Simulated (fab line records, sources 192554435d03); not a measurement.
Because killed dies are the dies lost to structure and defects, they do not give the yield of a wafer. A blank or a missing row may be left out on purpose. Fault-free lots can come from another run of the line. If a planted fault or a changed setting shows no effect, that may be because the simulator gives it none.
Chamber matching ; flow n5-finfet ; 3 sister chambers for N5_BEOL_M2_PRE_CLEAN_60 on cvd-co-02
The step time 15 s. 3 wafers are shown with their chamber, then 7 later ones without.

## WAFERS, EACH WITH ITS CHAMBER
wafer;chamber;heater-power-w (W)
L256.3;1;30
L259.2;2;102
L259.3;0;83

## WAFERS WITHOUT THEIR CHAMBER
wafer;heater-power-w (W)
L259.5;82
L262.1;30
L262.2;83
L262.3;104
L264.1;101
L264.3;30
L264.4;105

## WHICH CHAMBER EACH ONE RAN IN
wafer;from the rows above;in truth
L259.5;0;0
L262.1;1;1
L262.2;0;0
L262.3;2;2
L264.1;2;2
L264.3;1;1
L264.4;2;2
7 of 7 placed correctly. Number that these rows cannot place: 0. Wrongly placed: 0.
How it was worked out, from the rows above alone: a wafer's distance from a chamber is the root of the sum, over the readings, of the square of ((its reading less the chamber's mean) divided by the reading's scatter). The wafer belongs to the nearest chamber; if the next one is less than 2 further off, it can't be placed. For every chamber, the mean is computed from those of its wafers that are shown. The scatter: with one shown wafer a chamber, the root of the mean of the squares of how far each hidden wafer lies from its nearest shown one.
